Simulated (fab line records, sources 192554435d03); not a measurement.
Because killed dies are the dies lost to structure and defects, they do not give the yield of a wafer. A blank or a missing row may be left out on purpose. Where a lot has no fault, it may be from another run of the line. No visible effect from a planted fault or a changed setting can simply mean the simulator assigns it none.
fab line records ; flow n5_finfet
record: lots: 10; wafers: 30; last_day: 17
route steps=1938 shown BEOL_M4@1111 BEOL_M11@1540 PASSIVATION@1936
lots that met no fault: taken from a fault-free run of the same line
start_h: start of the lot's first displayed wafer, in hours after the record's first day ; wait_h: hours from the lot's prior step to this one ; " repeats the value in the row above ; L1.1+2: a single row standing in for several wafers ; - no value present, or no start provided ; * or withheld: withheld ; < > ~ a bound
route shown NAME@n: NAME is a module with steps in the file, n the number in the route of the first one ; usual: the fault-free wafers' mean and standard deviation ; same: alike in all rows ; chamber/n: place in a boat ; sites: the reading at each site ; _std_site: their standard deviation ; _edge_site: mean of outer sites minus mean of inner sites ; radius_mm: how far each site lies from the wafer's centre ; mask NAME#n: copy n ; behind: the tool/chamber that last shaped the wafer ; hold: cause of the lot's hold/its duration in hours/its outcome ; device: transistor that didn't switch, given as n, p or np ; end of line: the same wafers' tests at the end of the route ; a step with no rows: only its recipe ; killed: the dies lost at the first sort to structure and to defects; this is not the yield of the wafer ; map: a wafer's dies, x killed, . not, _ none there
set.NAME: the setting that was run; set.NAME@STEP: the one run at that earlier step ; model.NAME: the simulator's own value behind a step, which no gauge read
a sample of lots followed through the steps of the route, with each step as a table and each wafer as a row
services: when a tool's chamber went out of use (start_h, in hours from the record's first day, below 0 if earlier), for how many hours, and the reason
== steps ==
step: N5_BEOL_M4_RC_MEAS_101
usual: DIBL_N: 35.9/2.5; DIBL_P: 36.0/3; IOFF_N: 0.16/0.047; IOFF_P: 0.21/0.047; ION_N: 671/14; ION_P: 460/8.8; SS_N: 71.5/0.73; SS_P: 73.2/0.91; VT_N: 250/4.3; VT_P: -251/3.6
lot.wafer;tool;chamber;start_h;wait_h;DIBL_N[mV/V];DIBL_P[mV/V];IOFF_N[nA/um];IOFF_P[nA/um];ION_N[uA/um];ION_P[uA/um];SS_N[mV/dec];SS_P[mV/dec];VT_N[mV];VT_P[mV]
L637.3;prober-02;0;162.56;0.3;34.8;34.4;0.14;0.19;662;453;71.0;73.3;250;-254
L637.4;prober-02;0;162.56;0.3;37.7;37.2;0.20;0.22;679;465;72.4;73.2;245;-251
L637.5;prober-02;0;162.56;0.3;34.1;33.6;0.14;0.17;653;444;70.5;72.7;249;-256
L638.1;prober-01;0;166.79;0.0;35.4;36.4;0.15;0.18;667;451;71.5;73.3;253;-254
L638.2;prober-01;0;166.79;0.0;32.2;32.9;0.11;0.16;653;451;70.5;72.3;252;-254
L638.3;prober-01;0;166.79;0.0;35.9;37.2;0.16;0.20;682;467;71.4;73.0;250;-254
L639.2;prober-02;0;182.93;0.2;39.5;41.7;0.27;0.31;692;472;72.5;74.9;240;-245
L639.3;prober-02;0;182.93;0.2;36.4;37.2;0.17;0.23;671;465;72.1;73.7;247;-248
L639.6;prober-02;0;182.93;0.2;35.5;36.5;0.18;0.23;690;472;71.3;74.1;243;-249
L641.1;prober-02;0;185.16;0.0;37.0;37.4;0.17;0.22;679;462;72.2;73.4;250;-252
L641.5;prober-02;0;185.16;0.0;35.6;35.8;0.15;0.20;682;463;72.4;72.9;249;-251
L641.6;prober-02;0;185.16;0.0;33.9;33.4;0.11;0.16;653;451;71.4;72.3;256;-253
L644.2;prober-02;0;206.96;0.2;35.2;34.8;0.16;0.17;677;453;71.7;72.9;250;-256
L644.3;prober-02;0;206.96;0.2;32.0;32.5;0.12;0.14;660;452;70.7;72.5;252;-254
L644.4;prober-02;0;206.96;0.2;32.7;32.3;0.12;0.14;658;449;70.5;72.9;254;-257
L645.2;prober-01;0;217.12;0.2;37.0;35.8;0.16;0.21;681;465;71.8;74.2;251;-250
L645.3;prober-01;0;217.12;0.2;36.8;35.4;0.15;0.19;667;454;71.2;73.2;251;-254
L645.6;prober-01;0;217.12;0.2;38.2;36.5;0.17;0.21;674;457;72.0;73.9;247;-252
L655.2;prober-02;0;274.46;0.2;39.7;41.2;0.27;0.32;703;470;73.1;74.6;241;-245
L655.4;prober-02;0;274.46;0.2;38.5;39.9;0.25;0.29;690;471;72.2;75.1;244;-245
L655.5;prober-02;0;274.46;0.2;34.5;35.4;0.15;0.23;681;467;71.6;73.0;248;-249
L657.2;prober-01;0;283.90;0.2;34.3;34.8;0.13;0.19;667;460;71.5;73.0;253;-252
L657.4;prober-01;0;283.90;0.2;35.8;37.5;0.15;0.22;654;457;71.7;73.7;251;-249
L657.6;prober-01;0;283.90;0.2;37.4;40.5;0.21;0.29;692;473;72.7;74.5;243;-244
L659.1;prober-02;0;300.24;0.0;35.0;35.1;0.13;0.19;655;452;71.1;72.8;255;-252
L659.5;prober-02;0;300.24;0.0;34.7;34.8;0.15;0.19;681;468;71.2;73.5;251;-250
L659.6;prober-02;0;300.24;0.0;32.9;32.7;0.10;0.16;656;455;71.0;72.0;259;-254
L660.2;prober-01;0;300.53;0.2;35.2;33.5;0.12;0.16;668;458;71.1;73.0;254;-252
L660.5;prober-01;0;300.53;0.2;39.7;39.0;0.20;0.25;673;457;73.0;74.5;249;-250
L660.6;prober-01;0;300.53;0.2;33.6;33.2;0.11;0.16;664;462;70.8;72.2;253;-254
step: N5_BEOL_M11_HM_DEP_02
recipe: material: TiN; target_thk_a: 200; temp_c: 25; chamber_pressure_pa: 0.49996
usual: throttle_valve_pct: 29.8/0.74
lot.wafer;tool;chamber;start_h;wait_h;throttle_valve_pct
L637.3;pvd_sputter-01;-;210.11;0.5;29.1
L637.4;pvd_sputter-01;-;210.11;0.5;28.7
L637.5;pvd_sputter-01;-;210.11;0.5;29.6
L638.1;pvd_sputter-02;-;224.90;0.9;29.9
L638.2;pvd_sputter-02;-;224.90;0.9;29.3
L638.3;pvd_sputter-02;-;224.90;0.9;30.4
L639.2;pvd_sputter-02;-;231.56;0.7;28.4
L639.3;pvd_sputter-02;-;231.56;0.7;30.6
L639.6;pvd_sputter-02;-;231.56;0.7;30.5
L641.1;pvd_sputter-01;-;241.74;1.4;28.8
L641.5;pvd_sputter-01;-;241.74;1.4;29.9
L641.6;pvd_sputter-01;-;241.74;1.4;29.1
L644.2;pvd_sputter-03;-;265.90;0.1;30.4
L644.3;pvd_sputter-03;-;265.90;0.1;29.5
L644.4;pvd_sputter-03;-;265.90;0.1;30.1
L645.2;pvd_sputter-01;-;273.27;0.1;29.4
L645.3;pvd_sputter-01;-;273.27;0.1;29.1
L645.6;pvd_sputter-01;-;273.27;0.1;28.8
L655.2;pvd_sputter-03;-;329.69;1.2;30.4
L655.4;pvd_sputter-03;-;329.69;1.2;29.4
L655.5;pvd_sputter-03;-;329.69;1.2;31.2
L657.2;pvd_sputter-02;-;339.46;2.6;28.9
L657.4;pvd_sputter-02;-;339.46;2.6;30.7
L657.6;pvd_sputter-02;-;339.46;2.6;29.6
L659.1;pvd_sputter-01;-;356.26;1.2;29.1
L659.5;pvd_sputter-01;-;356.26;1.2;28.8
L659.6;pvd_sputter-01;-;356.26;1.2;28.9
L660.2;pvd_sputter-01;-;356.90;0.4;29.8
L660.5;pvd_sputter-01;-;356.90;0.4;29.2
L660.6;pvd_sputter-01;-;356.90;0.4;28.6
step: N5_BEOL_M11_ETCH_62
recipe: chemistry: N2/H2; target: SOC; target_depth_a: 1100; overetch_a: 220; mask_material: SiARC; temp_c: 40; time_s: 165; ion_energy_ev: 200; pressure_mtorr: 30; source_w: 840; bias_w: 150; n2_flow_sccm: 200; h2_flow_sccm: 200
usual: bias_w: 150.0/0.43; drypump_motor_current_A: 5.7/0.37; oes_product_au: 0.69/0.061; rf_vpp_V: 524.8/1.9; showerhead_plenum_p_Torr: 2.57/0.063; throttle_valve_pct: 17.62/0.25
lot.wafer;tool;chamber;start_h;wait_h;bias_w;drypump_motor_current_A;oes_product_au;rf_hours_counter_h;rf_vpp_V;showerhead_plenum_p_Torr;throttle_valve_pct
L637.3;rie_diel-04;1;213.05;0.0;150.3;5.0;0.62;177;526.8;2.66;17.73
L637.4;rie_diel-04;0;213.05;0.0;150.4;5.4;0.63;-;526.1;2.62;17.72
L637.5;rie_diel-04;1;213.05;0.0;150.5;5.0;0.62;-;527.0;2.66;17.72
L638.1;rie_diel-01;0;225.72;0.0;150.3;5.6;0.58;249;523.0;2.48;17.77
L638.2;rie_diel-01;3;225.72;0.0;149.2;6.2;0.78;13;523.4;2.51;17.53
L638.3;rie_diel-01;1;225.72;0.0;150.0;5.7;0.71;70;527.5;2.69;17.92
L639.2;rie_diel-01;3;232.23;0.0;150.1;6.2;0.77;15;521.9;2.51;17.54
L639.3;rie_diel-01;2;232.23;0.0;150.3;5.8;0.73;51;522.0;2.47;17.87
L639.6;rie_diel-01;1;232.23;0.0;150.1;5.7;0.71;-;527.4;2.69;17.92
L641.1;rie_diel-04;0;242.41;0.0;150.1;5.4;0.61;193;527.1;2.62;17.75
L641.5;rie_diel-04;3;242.41;0.0;150.2;6.1;0.67;-;523.5;2.53;17.21
L641.6;rie_diel-04;2;242.41;0.0;149.7;6.0;0.77;-;525.8;2.58;17.73
L644.2;rie_diel-04;3;266.57;0.0;149.5;6.1;0.66;138;523.6;2.52;17.22
L644.3;rie_diel-04;1;266.57;0.0;150.4;4.9;0.61;194;527.7;2.65;17.75
L644.4;rie_diel-04;2;266.57;0.0;150.4;6.0;0.77;26;525.5;2.58;17.75
L645.2;rie_diel-01;2;275.04;0.0;150.1;5.8;0.71;64;522.3;2.47;17.91
L645.3;rie_diel-01;1;275.04;0.0;150.7;5.7;0.70;88;528.0;2.68;17.93
L645.6;rie_diel-01;1;275.04;0.0;150.4;5.7;0.70;-;525.8;2.68;17.94
L655.2;rie_diel-04;1;330.23;0.0;149.8;5.0;0.60;215;526.8;2.64;17.78
L655.4;rie_diel-04;2;330.23;0.0;150.9;6.0;0.73;48;524.7;2.57;17.77
L655.5;rie_diel-04;1;330.23;0.0;150.1;4.9;0.60;-;527.0;2.64;17.78
L657.2;rie_diel-01;0;340.08;0.0;150.2;5.6;0.74;30;522.5;2.47;17.36
L657.4;rie_diel-01;1;340.08;0.0;150.0;5.7;0.68;-;526.6;2.67;17.99
L657.6;rie_diel-01;2;340.08;0.0;150.1;5.8;0.69;-;521.2;2.46;17.91
L659.1;rie_diel-05;2;356.83;0.0;150.0;5.7;0.71;76;526.2;2.56;17.53
L659.5;rie_diel-05;2;356.83;0.0;149.6;5.7;0.71;-;525.3;2.56;17.53
L659.6;rie_diel-05;1;356.83;0.0;149.3;5.6;0.68;-;525.2;2.57;17.73
L660.2;rie_diel-01;2;357.44;0.0;150.8;5.8;0.69;90;521.2;2.46;17.93
L660.5;rie_diel-01;0;357.44;0.0;149.9;5.6;0.73;-;523.0;2.47;17.38
L660.6;rie_diel-01;1;357.44;0.0;150.2;5.7;0.67;-;527.1;2.67;18.00
step: N5_BEOL_M11_OCD_MEAS_38
usual: trench_depth_nm: 148/3.3
lot.wafer;tool;chamber;start_h;wait_h;trench_depth_nm
L637.3;ocd-02;-;216.12;-;154
L637.4;ocd-02;-;216.12;-;153
L637.5;ocd-02;-;216.12;-;148
L638.1;ocd-02;-;228.04;-;151
L638.2;ocd-02;-;228.04;-;146
L638.3;ocd-02;-;228.04;-;146
L639.2;ocd-02;-;236.84;-;152
L639.3;ocd-02;-;236.84;-;155
L639.6;ocd-02;-;236.84;-;155
L641.1;ocd-02;-;244.96;-;151
L641.5;ocd-02;-;244.96;-;147
L641.6;ocd-02;-;244.96;-;150
L644.2;ocd-01;-;269.07;-;149
L644.3;ocd-01;-;269.07;-;151
L644.4;ocd-01;-;269.07;-;146
L645.2;ocd-01;-;277.06;-;150
L645.3;ocd-01;-;277.06;-;147
L645.6;ocd-01;-;277.06;-;148
L655.2;ocd-02;-;333.48;-;139
L655.4;ocd-02;-;333.48;-;145
L655.5;ocd-02;-;333.48;-;98
L657.2;ocd-02;-;341.97;-;148
L657.4;ocd-02;-;341.97;-;147
L657.6;ocd-02;-;341.97;-;146
L659.1;ocd-02;-;359.04;-;147
L659.5;ocd-02;-;359.04;-;145
L659.6;ocd-02;-;359.04;-;146
L660.2;ocd-02;-;359.51;-;146
L660.5;ocd-02;-;359.51;-;142
L660.6;ocd-02;-;359.51;-;151
step: N5_BEOL_M11_DEGAS_44
recipe: ambient: vacuum; temp_c: 250; time_s: 60
usual: heater_power_w: 333/17
lot.wafer;tool;chamber;start_h;wait_h;heater_power_w
L637.3;pvd_sputter-03;-;217.13;0.7;311
L637.4;pvd_sputter-03;-;217.13;0.7;346
L637.5;pvd_sputter-03;-;217.13;0.7;362
L638.1;pvd_sputter-01;-;228.71;0.4;317
L638.2;pvd_sputter-01;-;228.71;0.4;327
L638.3;pvd_sputter-01;-;228.71;0.4;329
L639.2;pvd_sputter-01;-;237.40;0.3;339
L639.3;pvd_sputter-01;-;237.40;0.3;325
L639.6;pvd_sputter-01;-;237.40;0.3;327
L641.1;pvd_sputter-03;-;245.70;0.5;354
L641.5;pvd_sputter-03;-;245.70;0.5;346
L641.6;pvd_sputter-03;-;245.70;0.5;356
L644.2;pvd_sputter-03;-;269.78;0.4;346
L644.3;pvd_sputter-03;-;269.78;0.4;301
L644.4;pvd_sputter-03;-;269.78;0.4;330
L645.2;pvd_sputter-02;-;278.85;1.5;341
L645.3;pvd_sputter-02;-;278.85;1.5;353
L645.6;pvd_sputter-02;-;278.85;1.5;329
L655.2;pvd_sputter-01;-;334.25;0.5;344
L655.4;pvd_sputter-01;-;334.25;0.5;313
L655.5;pvd_sputter-01;-;334.25;0.5;318
L657.2;pvd_sputter-03;-;342.67;0.4;361
L657.4;pvd_sputter-03;-;342.67;0.4;314
L657.6;pvd_sputter-03;-;342.67;0.4;307
L659.1;pvd_sputter-03;-;360.04;0.3;328
L659.5;pvd_sputter-03;-;360.04;0.3;319
L659.6;pvd_sputter-03;-;360.04;0.3;369
L660.2;pvd_sputter-02;-;362.37;1.4;339
L660.5;pvd_sputter-02;-;362.37;1.4;304
L660.6;pvd_sputter-02;-;362.37;1.4;333
step: N5_BEOL_M11_SURFACE_TREAT_76
recipe: gas: Ar; time_s: *; ion_energy_ev: *; ion_current_ma_cm2: 0.5; pressure_mtorr: *; ar_flow_sccm: 30
usual: throttle_valve_pct: *
lot.wafer;tool;chamber;start_h;wait_h;throttle_valve_pct
L637.3;pvd_sputter-02;-;217.58;0.2;*
L637.4;pvd_sputter-02;-;217.58;0.2;*
L637.5;pvd_sputter-02;-;217.58;0.2;*
L638.1;pvd_sputter-01;-;229.13;0.2;*
L638.2;pvd_sputter-01;-;229.13;0.2;*
L638.3;pvd_sputter-01;-;229.13;0.2;*
L639.2;pvd_sputter-01;-;237.80;0.2;*
L639.3;pvd_sputter-01;-;237.80;0.2;*
L639.6;pvd_sputter-01;-;237.80;0.2;*
L641.1;pvd_sputter-03;-;246.16;0.2;*
L641.5;pvd_sputter-03;-;246.16;0.2;*
L641.6;pvd_sputter-03;-;246.16;0.2;*
L644.2;pvd_sputter-02;-;270.21;0.2;*
L644.3;pvd_sputter-02;-;270.21;0.2;*
L644.4;pvd_sputter-02;-;270.21;0.2;*
L645.2;pvd_sputter-02;-;279.70;0.5;*
L645.3;pvd_sputter-02;-;279.70;0.5;*
L645.6;pvd_sputter-02;-;279.70;0.5;*
L655.2;pvd_sputter-02;-;335.12;0.6;*
L655.4;pvd_sputter-02;-;335.12;0.6;*
L655.5;pvd_sputter-02;-;335.12;0.6;*
L657.2;pvd_sputter-03;-;343.08;0.2;*
L657.4;pvd_sputter-03;-;343.08;0.2;*
L657.6;pvd_sputter-03;-;343.08;0.2;*
L659.1;pvd_sputter-01;-;360.65;0.4;*
L659.5;pvd_sputter-01;-;360.65;0.4;*
L659.6;pvd_sputter-01;-;360.65;0.4;*
L660.2;pvd_sputter-02;-;362.81;0.2;*
L660.5;pvd_sputter-02;-;362.81;0.2;*
L660.6;pvd_sputter-02;-;362.81;0.2;*
step: N5_PASSIVATION_PROBE_49
usual: defect_limited_yield: 91.4/1.4; killed_at_M0_to_M3: 34/8.9; killed_at_M4_up: 13/4.6; killed_at_contacts: 12/5.5; killed_at_front_end: 41/11; killed_at_other: 3.1/2.9; killed_dies: 102/16; killed_on_rim: 13/4.2; killed_open: 66/11; killed_short: 34/7.6; sort_bin_5_function: 5.1/0.89; sort_bin_6_memory: 3.2/0.61; sort_bin_8_speed: 0.02/0.12; sort_n_pass: 1078/16
same: gross_dies: 1180; killed_at_back_side: 0; sort_bin_4_leakage[%]: 0
lot.wafer;tool;chamber;start_h;wait_h;defect_limited_yield[%];killed_at_M0_to_M3;killed_at_M4_up;killed_at_contacts;killed_at_front_end;killed_at_other;killed_dies;killed_on_rim;killed_open;killed_short;sort_bin_5_function[%];sort_bin_6_memory[%];sort_bin_8_speed[%];sort_n_pass
L644.2;prober-01;-;305.85;0.1;89.2;32;11;10;67;7;127;14;75;42;5.9;3.9;0;1053
L644.3;prober-01;-;305.90;0.1;90.1;35;9;16;52;5;117;10;70;47;6.2;3.4;0;1063
L644.4;prober-01;-;305.95;0.2;90.5;28;13;18;53;0;112;15;73;38;5.4;3.7;0;1068
L655.2;prober-02;-;374.35;0.1;91.4;32;9;10;47;3;101;13;75;26;5.3;3.0;0;1079
L655.4;prober-02;-;374.45;0.2;91.4;36;15;10;39;2;102;12;62;40;4.7;3.6;0;1078
L655.5;prober-02;-;374.50;0.2;63.1;32;365;6;31;2;436;58;62;21;34.1;2.8;0;744
L657.2;prober-01;-;380.96;0.1;92.7;19;10;22;35;0;86;8;53;32;3.9;3.1;0.08;1094
L657.4;prober-01;-;381.06;0.2;91.4;41;15;15;27;3;101;20;68;32;5.8;2.5;0;1079
L657.6;prober-01;-;381.16;0.3;92.5;29;21;14;22;2;88;13;67;19;4.7;2.6;0;1092
killed by level:class
L644.2 STI_FIN_REVEAL:geometric_particle:open=15 DUMMY_GATE:geometric_particle:open=9 HKMG_FIN:area_etch=9 MOL_CONTACT_COAG:geometric_particle:open=8 FIN_SAQP:geometric_particle:short=7 BEOL_M0_SAQP:geometric_particle:short=7 BEOL_M1:geometric_particle:open=7 FIN_SAQP:geometric_particle:open=6
L644.3 STI_FIN_REVEAL:geometric_particle:open=22 BEOL_M0_SAQP:geometric_particle:short=16 BEOL_M0_SAQP:geometric_particle:open=13 MOL_CONTACT_COAG:geometric_particle:open=12 STI_FIN_REVEAL:geometric_particle:short=5 FIN_SAQP:geometric_particle:short=4 FIN_SAQP:geometric_particle:open=4 DUMMY_GATE:geometric_particle:open=4
L644.4 FIN_SAQP:geometric_particle:short=17 MOL_CONTACT_COAG:geometric_particle:open=16 FIN_SAQP:geometric_particle:open=14 BEOL_M0_SAQP:geometric_particle:short=9 STI_FIN_REVEAL:geometric_particle:open=6 BEOL_M2:geometric_particle:open=6 BEOL_M4:geometric_particle:open=6 BEOL_M0_SAQP:geometric_particle:open=4
L655.2 FIN_SAQP:geometric_particle:open=15 BEOL_M1:geometric_particle:open=13 MOL_CONTACT_COAG:geometric_particle:open=10 FIN_SAQP:geometric_particle:short=5 STI_FIN_REVEAL:geometric_particle:open=5 BEOL_M0_SAQP:geometric_particle:open=5 STI_FIN_REVEAL:geometric_particle:short=4 GATE_CUT:geometric_particle:open=4
L655.4 BEOL_M3:geometric_particle:open=9 FIN_SAQP:geometric_particle:short=8 BEOL_M1:geometric_particle:open=8 MOL_CONTACT_COAG:geometric_particle:open=7 GATE_CUT:geometric_particle:open=6 BEOL_M0_SAQP:geometric_particle:short=6 FIN_SAQP:geometric_particle:open=5 GATE_CUT:geometric_particle:short=5
L655.5 BEOL_M11:area_open=353 FIN_SAQP:geometric_particle:short=11 BEOL_M1:geometric_particle:open=10 BEOL_M3:geometric_particle:open=9 FIN_SAQP:geometric_particle:open=8 MOL_CONTACT_COAG:geometric_particle:open=6 DUMMY_GATE:geometric_particle:open=5 BEOL_M2:geometric_particle:open=4
L657.2 MOL_CONTACT_COAG:geometric_particle:open=17 DUMMY_GATE:geometric_particle:open=6 GATE_CUT:geometric_particle:short=6 BEOL_M0_SAQP:geometric_particle:short=6 BEOL_M4:geometric_particle:open=6 STARTING-WAFER:geometric_particle:short=6 MOL_CONTACT_COAG:geometric_particle:short=5 STARTING-WAFER:geometric_particle:open=4
L657.4 MOL_CONTACT_COAG:geometric_particle:open=14 BEOL_M0_SAQP:geometric_particle:open=13 BEOL_M3:geometric_particle:open=12 DUMMY_GATE:geometric_particle:open=7 FIN_SAQP:geometric_particle:short=6 BEOL_M0_SAQP:geometric_particle:short=5 STARTING-WAFER:geometric_particle:short=5 BEOL_M4:geometric_particle:open=4
L657.6 MOL_CONTACT_COAG:geometric_particle:open=12 BEOL_M4:geometric_particle:open=12 BEOL_M3:geometric_particle:open=10 BEOL_M0_SAQP:geometric_particle:open=9 BEOL_M2:geometric_particle:open=6 DUMMY_GATE:geometric_particle:open=4 STARTING-WAFER:geometric_particle:short=4 GATE_CUT:geometric_particle:open=3
== services ==
tool;chamber;start_h;hours;kind
rie_diel-05;-;200.69;1.2;repair
rie_diel-04;3;204.29;12.3;repair
rie_diel-01;-;205.20;14.6;pm
rie_diel-01;0;229.39;-;clean
rie_diel-01;0;229.39;-;consumable_replace:focus_ring
rie_diel-01;0;229.39;20.3;scheduled_down
rie_diel-01;0;229.39;20.3;vent_cycle
rie_diel-05;0;231.27;1.3;repair
rie_diel-01;2;241.99;4.6;repair
rie_diel-05;-;266.35;15.6;pm
rie_diel-01;2;279.08;5.3;repair
rie_diel-05;0;301.90;5.6;repair
rie_diel-05;0;319.78;-;clean
rie_diel-05;0;319.78;-;consumable_replace:focus_ring
rie_diel-05;0;319.78;18.1;scheduled_down
rie_diel-05;0;319.78;18.1;vent_cycle
rie_diel-01;3;339.32;3.9;repair
rie_diel-05;1;352.70;1.2;repair
rie_diel-01;2;358.50;3.5;repair
== key ==
first_sign: step: N5_BEOL_M11_OCD_MEAS_38; reading: trench_depth_nm; direction: down; sigmas: 15; usual: 148; struck: 98
effect: step: N5_PASSIVATION_PROBE_49; reading: killed_at_M4_up; direction: up; sigmas: 76; usual: 13; struck: 365
more_kills_born_at: N5_BEOL_M11_HM_OPEN_17@rie_metal-03: 353
met_at N5_BEOL_M11_HM_DEP_02
struck_lots L655
struck_wafers L655.5
not_acting_at N5_BEOL_M11_ETCH_62,N5_BEOL_M11_DEGAS_44,N5_BEOL_M11_SURFACE_TREAT_76
onset_between 265.90 329.69
fault: kind: process_parameter_drift; tool: pvd_sputter-03; chamber: -; onset_h: 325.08; steps: N5_BEOL_M11_HM_DEP_02; channel: target_thk_a; offset: *; shape: step; end_h: 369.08; scope: struck_wafers_only; acts_in: *; stated: *
